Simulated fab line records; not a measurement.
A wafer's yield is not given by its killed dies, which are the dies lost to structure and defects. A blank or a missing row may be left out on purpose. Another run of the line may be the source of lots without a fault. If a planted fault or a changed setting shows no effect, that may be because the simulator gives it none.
Chamber matching | flow n5 finfet | pecvd-01 running N5_BEOL_M7_DEP_56: 3 sister chambers
The step deposits SiCN from 3MS/NH3, target thk 10 nm, time 17.5 s. 14 wafers are shown with their chamber, then 7 later ones without.

EACH WAFER AND ITS CHAMBER
wafer  | chamber | throttle valve pct (%) | showerhead plenum p Torr (Torr)
L076.4 | 0       | 9.4                    | 3.651
L076.5 | 0       | 9.4                    | 3.658
L076.6 | 1       | 9.1                    | 3.671
L080.1 | 0       | 9.5                    | 3.661
L080.3 | 0       | 9.4                    | 3.666
L080.4 | 1       | 8.9                    | 3.682
L081.2 | 2       | 8.1                    | 3.686
L081.4 | 1       | 9.1                    | 3.671
L081.6 | 2       | 8.4                    | 3.683
L083.1 | 2       | 8.1                    | 3.685
L083.2 | 1       | 8.8                    | 3.677
L083.6 | 2       | 8.4                    | 3.675
L085.1 | 0       | 9.4                    | 3.657
L085.2 | 1       | 9.0                    | 3.672

SIGNATURES (means of the wafers above)
reading                  | chamber 0 | chamber 1 | chamber 2 | scatter within a chamber
throttle valve pct       | 9.420     | 8.980     | 8.250     | 0.123
showerhead plenum p Torr | 3.65860   | 3.67460   | 3.68225   | 0.00513
Rule: for a wafer and a chamber, the distance is found by dividing, reading by reading, the gap between the wafer's reading and the chamber's mean by the reading's scatter, squaring, summing and taking the root. If the next closest chamber is less than 2 further off than the closest, the wafer can't be placed; otherwise it belongs to the closest. How the scatter is found: for the shown wafers, subtract from each reading the mean of its chamber, square and add these, divide the total by (wafers less chambers), then take the root.

WAFERS WITHOUT THEIR CHAMBER
wafer  | throttle valve pct (%) | showerhead plenum p Torr (Torr)
L085.4 | 9.5                    | 3.658
L087.3 | 8.6                    | 3.688
L087.5 | 9.0                    | 3.680
L087.6 | 8.4                    | 3.685
L091.3 | 8.5                    | 3.692
L091.4 | 9.7                    | 3.663
L091.6 | 8.1                    | 3.686

EACH ONE'S CHAMBER
wafer  | from the rows above     | in truth
L085.4 | 0                       | 0
L087.3 | can't be placed: 2 or 1 | 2
L087.5 | 1                       | 1
L087.6 | 2                       | 2
L091.3 | 2                       | 2
L091.4 | 0                       | 0
L091.6 | 2                       | 2
6 of 7 placed correctly. From these rows, 1 cannot be placed; in 1 the true chamber is one of the candidates. 0 placed wrongly.
